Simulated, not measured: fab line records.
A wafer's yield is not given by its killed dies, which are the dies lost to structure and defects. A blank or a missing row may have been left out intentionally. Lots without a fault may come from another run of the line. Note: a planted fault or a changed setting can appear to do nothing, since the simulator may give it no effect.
fab line records | flow n5_finfet
record: lots: 8 wafers: 24 last_day: 18
route steps=1938 shown SD_EPI_P@305 SD_ACTIVATION@334 BEOL_M4@1111 PASSIVATION@1936
lots that met no fault: taken from a fault-free run of the same line
start_h: hours from the record's first day to the start of the lot's first wafer shown | wait_h: hours elapsed since this lot's preceding step | " identical to the entry in the row above | L1.1+2: several wafers, shown together as one row | - either no value or no given start | * or withheld: withheld | < > ~ a bound
route shown NAME@n: NAME is a module with steps in the file, n the number in the route of the first one | usual: mean and standard deviation over wafers with no fault | same: alike in all rows | chamber/n: place in a boat | sites: the reading at each site | _std_site: how widely they spread, as a standard deviation | _edge_site: outer sites' mean less inner sites' | radius_mm: how far each site lies from the wafer's centre | mask NAME#n: copy n | behind: the tool/chamber that last shaped the wafer | hold: what put the lot on hold/how long, in hours/how the hold closed | device: transistor that didn't switch, given as n, p or np | end of line: tests of these same wafers at the route's end | for a step that has no rows: nothing shown but its recipe | killed: dies lost to structure and defects at the first sort, not the wafer's yield | map: a wafer's dies, x killed, . not, _ none there
set.NAME: the setting that was run; set.NAME@STEP: the one run at that earlier step | model.NAME: the simulator's own value behind a step, which no gauge read
one table for each step of the route and one row for each wafer, over a sample of lots
services: from which hour (start_h, from the record's first day; less than 0 if before it) a tool's chamber was out of use, for how many hours, and why
== steps ==
step: N5_SD_EPI_P_INSPECT_11
recipe: mode: adi inspect_instrument: macro
usual: raw_defect_count: 2.2/1.4
columns lot.wafer tool chamber start_h wait_h raw_defect_count
L612.3 defect_inspect-01 - 60.67 0.0 2
L612.4 " - " " 2
L612.6 " - " " 5
L616.1 defect_inspect-02 - 83.76 0.0 3
L616.3 " - " " 1
L616.5 " - " " 2
L620.1 defect_inspect-02 - 107.56 0.0 3
L620.3 " - " " 4
L620.6 " - " " 4
L627.1 defect_inspect-02 - 152.08 0.0 2
L627.3 " - " " 2
L627.4 " - " " 2
L628.2 defect_inspect-02 - 154.90 0.0 2
L628.3 " - " " 3
L628.6 " - " " 2
L629.3 defect_inspect-02 - 162.26 0.0 2
L629.5 " - " " 1
L629.6 " - " " 2
L634.4 defect_inspect-02 - 190.39 0.0 4
L634.5 " - " " 1
L634.6 " - " " 1
L633.2 defect_inspect-02 - 194.23 0.0 3
L633.3 " - " " 0
L633.5 " - " " 3
step: N5_SD_EPI_P_ETCH_36
recipe: chemistry: CF4 target: SiARC target_depth_a: 455 mask_material: CAR-ArF-block time_s: 75.8 ion_energy_ev: 80 pressure_mtorr: 40 source_w: 545 bias_w: 36 Ar_flow_sccm: 100 cf4_flow_sccm: 100 ends: cleared
usual: drypump_motor_current_A: 5.8/0.4 etch_rf_on_time_s: 76.1/1 oes_product_au: 0.65/0.059 rf_vpp_V: 183.9/1.2 showerhead_plenum_p_Torr: 2.14/0.071 throttle_valve_pct: 15.68/0.23
columns lot.wafer tool chamber start_h wait_h drypump_motor_current_A etch_rf_on_time_s oes_product_au rf_hours_counter_h rf_vpp_V showerhead_plenum_p_Torr throttle_valve_pct
L612.3 rie_diel-06 0 60.78 0.0 5.5 76.8 0.61 175 185.5 2.23 16.07
L612.4 " 3 " " 6.4 76.1 0.62 167 182.5 2.05 15.33
L612.6 " 0 " " 5.5 76.4 0.62 - 185.3 2.23 16.07
L616.1 rie_diel-06 1 84.26 0.0 5.9 74.3 0.68 119 184.1 2.07 15.76
L616.3 " 0 " " 5.5 75.6 0.62 182 185.6 2.22 16.07
L616.5 " 1 " " 5.9 74.9 0.67 - 182.7 2.07 15.75
L620.1 rie_diel-03 2 108.68 0.0 5.2 77.1 0.58 248 185.0 2.19 15.89
L620.3 " 0 " " 5.5 76.5 0.61 214 186.3 2.21 15.56
L620.6 " 1 " " 5.9 77.4 0.63 - 183.3 2.13 15.62
L627.1 rie_diel-06 1 152.55 0.0 5.9 75.4 0.65 137 184.4 2.07 15.78
L627.3 " 0 " " 5.5 75.9 0.60 202 184.8 2.22 16.13
L627.4 " 2 " " 5.5 77.8 0.64 145 184.0 2.07 15.81
L628.2 rie_diel-03 1 154.97 0.0 5.9 77.6 0.62 192 182.8 2.13 15.65
L628.3 " 3 " " 6.6 77.8 0.70 82 183.8 2.08 15.61
L628.6 " 1 " " 5.9 78.2 0.62 - 184.8 2.13 15.64
L629.3 rie_diel-06 1 162.33 0.0 5.9 75.3 0.65 141 183.6 2.07 15.77
L629.5 " 0 " " 5.5 76.2 0.60 - 184.5 2.21 16.12
L629.6 " 1 " " 5.9 74.9 0.65 - 184.3 2.07 15.77
L634.4 rie_diel-04 3 190.46 0.0 5.7 74.7 0.73 64 185.1 2.25 15.42
L634.5 " 3 " " 5.7 74.4 0.73 - 185.5 2.25 15.42
L634.6 " 2 " " 6.1 74.2 0.84 - 184.1 2.19 15.40
L633.2 rie_diel-03 3 194.30 0.0 6.6 77.1 0.69 92 183.1 2.07 15.61
L633.3 " 0 " " 5.6 77.0 0.59 240 185.2 2.20 15.60
L633.5 " 2 " " 5.3 76.2 0.79 - 185.2 2.18 15.46
step: N5_SD_EPI_P_ETCH_37
recipe: chemistry: N2/H2 target: SOC overetch_a: 1080 mask_material: SiARC temp_c: 40 ion_energy_ev: 100 source_w: 3000 bias_w: 133 pressure_mtorr: 20 time_s: 486 n2_flow_sccm: 200 h2_flow_sccm: 200 ends: end_point
usual: drypump_motor_current_A: 5.8/0.4 h2_flow_sccm: 200.1/0.67 oes_product_au: 0.68/0.059 rf_vpp_V: 240.6/1.4 showerhead_plenum_p_Torr: 2.54/0.087 throttle_valve_pct: 23.9/0.37
columns lot.wafer tool chamber start_h wait_h drypump_motor_current_A h2_flow_sccm oes_product_au rf_hours_counter_h rf_vpp_V showerhead_plenum_p_Torr throttle_valve_pct
L612.3 rie_diel-06 0 60.83 0.0 5.5 200.3 0.65 175 242.2 2.64 24.5
L612.4 " 3 " " 6.4 199.0 0.66 167 239.3 2.43 23.4
L612.6 " 0 " " 5.5 200.8 0.65 - 242.3 2.64 24.5
L616.1 rie_diel-06 1 84.32 0.0 6.0 198.2 0.69 119 239.7 2.45 24.1
L616.3 " 0 " " 5.5 200.8 0.65 182 242.4 2.64 24.5
L616.5 " 1 " " 6.0 198.6 0.69 - 240.3 2.45 24.1
L620.1 rie_diel-03 2 108.73 0.0 5.2 200.5 0.62 248 240.9 2.61 24.1
L620.3 " 0 " " 5.6 200.7 0.64 215 242.5 2.62 23.5
L620.6 " 1 " " 5.9 201.8 0.67 - 240.2 2.52 23.8
L627.1 rie_diel-06 1 152.60 0.0 5.9 200.6 0.68 137 240.6 2.44 24.1
L627.3 " 0 " " 5.5 200.1 0.63 202 241.2 2.63 24.5
L627.4 " 2 " " 5.5 200.7 0.69 145 240.4 2.45 24.3
L628.2 rie_diel-03 1 155.02 0.0 5.9 200.4 0.65 192 240.3 2.51 23.9
L628.3 " 3 " " 6.6 199.3 0.73 82 238.9 2.45 23.6
L628.6 " 1 " " 5.9 199.9 0.66 - 240.4 2.51 23.9
L629.3 rie_diel-06 1 162.39 0.0 5.9 200.2 0.68 141 238.3 2.44 24.1
L629.5 " 0 " " 5.5 200.2 0.63 - 243.2 2.63 24.5
L629.6 " 1 " " 5.9 200.5 0.67 - 239.4 2.44 24.1
L634.4 rie_diel-04 3 190.52 0.0 5.7 200.4 0.75 64 242.5 2.69 23.7
L634.5 " 3 " " 5.7 200.1 0.76 - 243.2 2.69 23.7
L634.6 " 2 " " 6.0 200.8 0.86 - 241.3 2.60 23.9
L633.2 rie_diel-03 3 194.35 0.0 6.6 200.6 0.72 92 238.8 2.45 23.6
L633.3 " 0 " " 5.5 200.8 0.63 241 242.2 2.61 23.6
L633.5 " 2 " " 5.2 200.3 0.84 - 241.8 2.60 23.8
step: N5_SD_EPI_P_ETCHBACK_46
recipe: chemistry: CH3F/O2 mode: anisotropic_etchback target: SiNx target_depth_a: 175 stop_on: SiO2 over_etch_frac: 0.3 ion_energy_ev: 120 pressure_mtorr: 30 source_w: 395 bias_w: 73 Ar_flow_sccm: 150 CH3F_flow_sccm: 30 O2_flow_sccm: 20
usual: drypump_motor_current_A: 5.8/0.4 oes_product_au: 0.65/0.056 rf_vpp_V: 299.6/2.1 showerhead_plenum_p_Torr: 2.00/0.069 throttle_valve_pct: 16.42/0.23
columns lot.wafer tool chamber start_h wait_h drypump_motor_current_A oes_product_au rf_hours_counter_h rf_vpp_V showerhead_plenum_p_Torr throttle_valve_pct
L612.3 rie_diel-06 0 61.16 0.0 5.5 0.61 175 300.2 2.08 16.81
L612.4 " 3 " " 6.4 0.62 167 301.1 1.92 16.10
L612.6 " 0 " " 5.5 0.62 - 302.7 2.08 16.83
L616.1 rie_diel-06 1 84.64 0.0 5.9 0.66 120 300.7 1.92 16.43
L616.3 " 0 " " 5.5 0.62 182 300.8 2.08 16.84
L616.5 " 1 " " 5.9 0.66 - 299.7 1.93 16.43
L620.1 rie_diel-03 2 109.06 0.0 5.2 0.58 248 300.5 2.05 16.63
L620.3 " 0 " " 5.6 0.62 215 299.5 2.06 16.26
L620.6 " 1 " " 5.9 0.63 - 299.9 2.00 16.35
L627.1 rie_diel-06 1 152.93 0.0 5.9 0.65 137 302.2 1.92 16.46
L627.3 " 0 " " 5.5 0.61 202 302.8 2.07 16.87
L627.4 " 2 " " 5.4 0.65 145 295.4 1.93 16.57
L628.2 rie_diel-03 1 155.35 0.0 5.9 0.63 192 301.9 1.99 16.40
L628.3 " 3 " " 6.6 0.69 82 298.9 1.94 16.33
L628.6 " 1 " " 5.9 0.63 - 299.2 1.99 16.38
L629.3 rie_diel-06 1 162.71 0.0 5.8 0.64 142 299.8 1.92 16.47
L629.5 " 0 " " 5.5 0.60 - 301.7 2.07 16.90
L629.6 " 1 " " 5.9 0.65 - 300.6 1.92 16.48
L634.4 rie_diel-04 3 190.84 0.0 5.7 0.71 64 296.8 2.11 16.18
L634.5 " 3 " " 5.7 0.72 - 296.3 2.11 16.17
L634.6 " 2 " " 6.0 0.82 - 298.4 2.04 16.14
L633.2 rie_diel-03 3 194.68 0.0 6.6 0.69 92 298.4 1.93 16.37
L633.3 " 0 " " 5.6 0.60 241 300.6 2.05 16.31
L633.5 " 2 " " 5.3 0.79 - 302.0 2.04 16.22
step: N5_SD_EPI_P_INSPECT_26
recipe: inspect_instrument: darkfield mode: post_epi
usual: raw_defect_count: 161/29
columns lot.wafer tool chamber start_h wait_h raw_defect_count
L612.3 defect_inspect-02 - 64.46 0.0 147
L612.4 " - " " 132
L612.6 " - " " 135
L616.1 defect_inspect-02 - 87.95 0.0 123
L616.3 " - " " 195
L616.5 " - " " 156
L620.1 defect_inspect-02 - 112.37 0.0 160
L620.3 " - " " 153
L620.6 " - " " 129
L627.1 defect_inspect-02 - 157.07 0.0 448
L627.3 " - " " 427
L627.4 " - " " 460
L628.2 defect_inspect-02 - 158.67 0.0 131
L628.3 " - " " 125
L628.6 " - " " 97
L629.3 defect_inspect-01 - 166.87 0.0 427
L629.5 " - " " 431
L629.6 " - " " 409
L634.4 defect_inspect-02 - 194.50 0.0 169
L634.5 " - " " 135
L634.6 " - " " 168
L633.2 defect_inspect-01 - 198.00 0.0 175
L633.3 " - " " 190
L633.5 " - " " 173
step: N5_SD_ACTIVATION_INSPECT_02
recipe: inspect_instrument: darkfield mode: post_anneal
usual: raw_defect_count: 161/28
columns lot.wafer tool chamber start_h wait_h raw_defect_count
L612.3 defect_inspect-02 - 65.26 0.1 141
L612.4 " - " " 129
L612.6 " - " " 128
L616.1 defect_inspect-01 - 88.72 0.2 139
L616.3 " - " " 205
L616.5 " - " " 163
L620.1 defect_inspect-01 - 113.15 0.2 182
L620.3 " - " " 164
L620.6 " - " " 150
L627.1 defect_inspect-01 - 157.84 0.2 464
L627.3 " - " " 461
L627.4 " - " " 466
L628.2 defect_inspect-02 - 159.71 0.2 115
L628.3 " - " " 121
L628.6 " - " " 93
L629.3 defect_inspect-01 - 167.63 0.1 447
L629.5 " - " " 431
L629.6 " - " " 408
L634.4 defect_inspect-02 - 195.27 0.1 167
L634.5 " - " " 139
L634.6 " - " " 175
L633.2 defect_inspect-02 - 198.77 0.1 168
L633.3 " - " " 168
L633.5 " - " " 158
step: N5_BEOL_M4_RC_MEAS_101
usual: DIBL_N: 35.8/1.4 DIBL_P: 35.8/1.6 IOFF_N: 0.152/0.021 IOFF_P: 0.204/0.027 ION_N: 672/8.7 ION_P: 461/6.2 SS_N: 71.5/0.54 SS_P: 73.1/0.57 VT_N: 250.0/2.5 VT_P: -250.6/2.7
columns lot.wafer tool chamber start_h wait_h DIBL_N[mV/V] DIBL_P[mV/V] IOFF_N[nA/um] IOFF_P[nA/um] ION_N[uA/um] ION_P[uA/um] SS_N[mV/dec] SS_P[mV/dec] VT_N[mV] VT_P[mV]
L612.3 prober-01 0 192.44 0.3 36.7 38.0 0.175 0.212 683 463 72.8 73.2 251.0 -252.0
L612.4 " 0 " " 35.8 37.4 0.163 0.192 692 462 72.6 72.9 249.6 -252.6
L612.6 " 0 " " 35.3 36.7 0.156 0.185 680 461 72.0 72.8 250.9 -254.4
L616.1 prober-01 0 207.49 0.0 36.1 38.4 0.167 0.224 683 465 71.4 73.3 250.7 -252.5
L616.3 " 0 " " 35.1 36.2 0.140 0.187 663 452 71.5 72.1 252.5 -252.6
L616.5 " 0 " " 35.7 37.7 0.160 0.219 672 467 71.5 72.7 250.2 -250.2
L620.1 prober-02 0 230.76 0.0 37.4 36.9 0.174 0.204 678 457 71.3 72.9 247.5 -251.8
L620.3 " 0 " " 35.9 35.8 0.151 0.184 673 455 71.7 72.6 249.7 -251.9
L620.6 " 0 " " 35.4 34.2 0.139 0.163 669 452 71.7 72.9 251.3 -254.3
L627.1 prober-02 0 269.62 0.0 34.4 35.1 0.130 0.181 669 459 71.3 72.5 252.1 -254.1
L627.3 " 0 " " 34.2 34.7 0.122 0.163 657 454 70.9 72.5 253.9 -255.6
L627.4 " 0 " " 34.6 34.9 0.126 0.170 659 455 71.3 72.5 254.7 -256.3
L628.2 prober-02 0 274.72 0.2 36.3 33.7 0.125 0.179 666 450 71.3 72.8 251.2 -251.7
L628.3 " 0 " " 36.6 34.8 0.138 0.205 664 463 70.9 73.0 248.9 -248.7
L628.6 " 0 " " 37.8 36.4 0.153 0.223 669 467 71.6 72.8 249.4 -248.9
L629.3 prober-01 0 291.87 0.3 36.2 35.7 0.165 0.241 672 468 71.8 73.2 247.8 -249.2
L629.5 " 0 " " 37.8 38.1 0.204 0.281 679 466 72.0 73.2 245.2 -245.0
L629.6 " 0 " " 36.0 35.0 0.163 0.226 673 461 72.0 73.2 249.5 -249.3
L634.4 prober-01 0 309.90 0.5 35.5 34.8 0.152 0.199 663 452 72.0 72.9 249.4 -251.6
L634.5 " 0 " " 36.2 35.3 0.175 0.220 669 461 72.1 72.5 246.1 -247.8
L634.6 " 0 " " 35.4 34.3 0.147 0.200 670 460 71.0 72.5 251.8 -249.4
L633.2 prober-02 0 316.41 0.2 36.5 34.4 0.165 0.203 681 463 71.1 74.1 247.6 -251.2
L633.3 " 0 " " 36.4 34.3 0.173 0.205 680 457 71.3 72.7 247.0 -249.2
L633.5 " 0 " " 36.7 34.6 0.174 0.209 670 466 71.8 73.6 247.0 -248.4
step: N5_PASSIVATION_PROBE_49
usual: defect_limited_yield: 91.6/1.4 killed_at_M0_to_M3: 33/9.7 killed_at_M4_up: 13/5.4 killed_at_contacts: 13/6.6 killed_at_front_end: 36/11 killed_at_other: 3.9/3 killed_dies: 99/16 killed_on_rim: 13/3.8 killed_open: 66/12 killed_short: 32/7.9 sort_bin_5_function: 4.9/0.9 sort_bin_6_memory: 3.2/0.67 sort_n_pass: 1081/16 sort_yield_pct: 91.6/1.4
same: gross_dies: 1180 killed_at_back_side: 0 sort_bin_4_leakage[%]: 0 sort_bin_8_speed[%]: 0
columns lot.wafer tool chamber start_h wait_h defect_limited_yield[%] killed_at_M0_to_M3 killed_at_M4_up killed_at_contacts killed_at_front_end killed_at_other killed_dies killed_on_rim killed_open killed_short sort_bin_5_function[%] sort_bin_6_memory[%] sort_n_pass sort_yield_pct[%]
L620.1 prober-02 - 329.10 0.0 94.1 20 9 5 34 2 70 8 50 20 4.1 1.9 1110 94.1
L620.3 prober-02 - 329.20 0.1 90.9 42 23 13 29 0 107 8 75 31 5.3 3.4 1073 90.9
L620.6 prober-02 - 329.35 0.3 90.4 28 10 17 57 1 113 12 81 32 5.6 3.6 1067 90.4
L627.1 prober-01 - 370.92 0.0 84.6 66 4 7 104 1 182 32 74 52 9.5 4.7 998 84.6
L627.3 prober-01 - 371.02 0.1 86.3 41 5 5 108 3 162 26 53 36 8.4 4.0 1018 86.3
L627.4 prober-01 - 371.07 0.2 83.6 50 6 7 130 0 193 7 63 27 10.5 4.2 987 83.6
L628.2 prober-01 - 380.51 0.1 92.8 32 4 16 29 4 85 8 56 29 3.8 3.1 1095 92.8
L628.3 prober-01 - 380.56 0.1 91.6 26 5 20 46 2 99 12 68 30 5.0 3.2 1081 91.6
L628.6 prober-01 - 380.71 0.3 91.5 21 18 25 28 8 100 8 70 30 5.8 2.5 1080 91.5
L629.3 prober-02 - 388.29 0.1 86.4 27 9 19 102 3 160 29 69 36 7.7 4.0 1020 86.4
L629.5 prober-02 - 388.39 0.2 87.2 17 13 14 103 4 151 21 50 26 8.2 3.4 1029 87.2
L629.6 prober-02 - 388.44 0.3 88.7 19 5 8 98 3 133 25 50 29 7.4 2.9 1047 88.7
killed by level:class
L620.1 STI_FIN_REVEAL:geometric_particle:open=8 BEOL_M0_SAQP:geometric_particle:open=6 STARTING-WAFER:geometric_particle:open=6 GATE_CUT:geometric_particle:short=5 FIN_SAQP:geometric_particle:open=4 MOL_CONTACT_COAG:geometric_particle:open=4 BEOL_M3:geometric_particle:open=4 DUMMY_GATE:geometric_particle:open=3
L620.3 BEOL_M0_SAQP:geometric_particle:open=14 BEOL_M3:geometric_particle:open=13 MOL_CONTACT_COAG:geometric_particle:open=11 BEOL_M0_SAQP:geometric_particle:short=11 FIN_SAQP:geometric_particle:short=8 BEOL_M5:geometric_particle:open=8 BEOL_M4:geometric_particle:open=7 DUMMY_GATE:geometric_particle:open=5
L620.6 MOL_CONTACT_COAG:geometric_particle:open=16 FIN_SAQP:geometric_particle:open=11 FIN_SAQP:geometric_particle:short=11 STI_FIN_REVEAL:geometric_particle:open=10 BEOL_M1:geometric_particle:open=10 BEOL_M4:geometric_particle:open=6 BEOL_M3:geometric_particle:open=6 ILD0:geometric_particle:short=5
L627.1 SD_EPI_P:unspecified=56 BEOL_M0_SAQP:geometric_particle:short=29 BEOL_M0_SAQP:geometric_particle:open=18 STI_FIN_REVEAL:geometric_particle:open=14 FIN_SAQP:geometric_particle:open=7 MOL_CONTACT_COAG:geometric_particle:open=6 GATE_CUT:geometric_particle:open=5 BEOL_M0:geometric_particle:open=5
L627.3 SD_EPI_P:unspecified=73 BEOL_M0_SAQP:geometric_particle:short=11 STI_FIN_REVEAL:geometric_particle:open=9 BEOL_M1:geometric_particle:open=9 GATE_CUT:geometric_particle:short=7 BEOL_M2:geometric_particle:open=6 MOL_CONTACT_COAG:geometric_particle:open=5 BEOL_M0_SAQP:geometric_particle:open=5
L627.4 SD_EPI_P:unspecified=102 BEOL_M0_SAQP:geometric_particle:open=17 BEOL_M0_SAQP:geometric_particle:short=11 STI_FIN_REVEAL:geometric_particle:open=7 BEOL_M2:geometric_particle:open=7 GATE_CUT:geometric_particle:open=6 MOL_CONTACT_COAG:geometric_particle:open=6 BEOL_M1:geometric_particle:open=6
L628.2 MOL_CONTACT_COAG:geometric_particle:open=14 BEOL_M1:geometric_particle:open=9 FIN_SAQP:geometric_particle:short=8 GATE_CUT:geometric_particle:short=7 BEOL_M2:geometric_particle:open=6 FIN_SAQP:geometric_particle:open=5 BEOL_M3:geometric_particle:open=5 STI_FIN_REVEAL:geometric_particle:open=4
L628.3 STI_FIN_REVEAL:geometric_particle:open=21 MOL_CONTACT_COAG:geometric_particle:open=13 BEOL_M1:geometric_particle:open=8 MOL_CONTACT_COAG:geometric_particle:short=7 GATE_CUT:geometric_particle:short=6 BEOL_M2:geometric_particle:open=6 STI_FIN_REVEAL:geometric_particle:short=5 FIN_SAQP:geometric_particle:open=3
L628.6 MOL_CONTACT_COAG:geometric_particle:open=20 BEOL_M4:geometric_particle:open=11 FIN_SAQP:geometric_particle:open=7 STI_FIN_REVEAL:geometric_particle:open=7 MOL_CONTACT_COAG:geometric_particle:short=5 BEOL_M1:geometric_particle:open=5 FIN_SAQP:geometric_particle:short=4 MIM_TOP_ETCH:geometric_particle:short=4
L629.3 SD_EPI_P:unspecified=53 MOL_CONTACT_COAG:geometric_particle:open=17 FIN_SAQP:geometric_particle:open=14 FIN_SAQP:geometric_particle:short=14 BEOL_M1:geometric_particle:open=11 BEOL_M0_SAQP:geometric_particle:open=5 BEOL_M2:geometric_particle:open=5 GATE_CUT:geometric_particle:short=4
L629.5 SD_EPI_P:unspecified=74 MOL_CONTACT_COAG:geometric_particle:open=10 FIN_SAQP:geometric_particle:short=8 BEOL_M3:geometric_particle:open=8 BEOL_M4:geometric_particle:open=7 GATE_CUT:geometric_particle:short=4 MOL_CONTACT_COAG:geometric_particle:short=4 DUMMY_GATE:geometric_particle:open=3
L629.6 SD_EPI_P:unspecified=53 FIN_SAQP:geometric_particle:open=15 FIN_SAQP:geometric_particle:short=11 MOL_CONTACT_COAG:geometric_particle:open=6 BEOL_M3:geometric_particle:open=5 GATE_CUT:geometric_particle:short=3 GATE_CUT:geometric_particle:open=3 BEOL_M0_SAQP:geometric_particle:open=3
== services ==
columns tool chamber start_h hours kind
rie_diel-04 2 41.24 12.5 repair
rie_diel-04 0 41.40 4.8 repair
rie_diel-03 3 48.95 1.9 repair
rie_diel-04 0 67.78 - clean
rie_diel-04 0 67.78 - consumable_replace:focus_ring
rie_diel-04 0 67.78 17.5 scheduled_down
rie_diel-04 0 67.78 17.5 vent_cycle
rie_diel-03 - 76.80 0.4 repair
rie_diel-06 - 106.40 2.8 pm
rie_diel-04 3 108.80 7.5 repair
rie_diel-03 2 112.96 - clean
rie_diel-03 2 112.96 - consumable_replace:focus_ring
rie_diel-03 2 112.96 21.8 scheduled_down
rie_diel-03 2 112.96 21.8 vent_cycle
rie_diel-04 1 146.38 8.4 repair
rie_diel-04 2 154.91 - clean
rie_diel-04 2 154.91 - consumable_replace:focus_ring
rie_diel-04 2 154.91 19.6 scheduled_down
rie_diel-04 2 154.91 19.6 vent_cycle
== key ==
first_sign: step: N5_SD_EPI_P_INSPECT_26 reading: raw_defect_count direction: up sigmas: 9.3 usual: 161 struck: 434
effect: step: N5_SD_ACTIVATION_INSPECT_02 reading: raw_defect_count direction: up sigmas: 10 usual: 161 struck: 446
effect: step: N5_PASSIVATION_PROBE_49 reading: killed_at_front_end direction: up sigmas: 6.8 usual: 36 struck: 108
more_kills_born_at: N5_SD_EPI_P_ETCH_37@rie_diel-06: 411
met_at N5_SD_EPI_P_ETCH_37
struck_lots L627,L629
not_acting_at N5_SD_EPI_P_INSPECT_11,N5_SD_EPI_P_ETCH_36,N5_SD_EPI_P_ETCHBACK_46
onset_between 84.32 152.60
fault: kind: chamber_particle_source tool: rie_diel-06 chamber: - onset_h: 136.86 steps: N5_SD_EPI_P_ETCH_37 rate_per_visit_cm2: 0.44744 end_h: 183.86
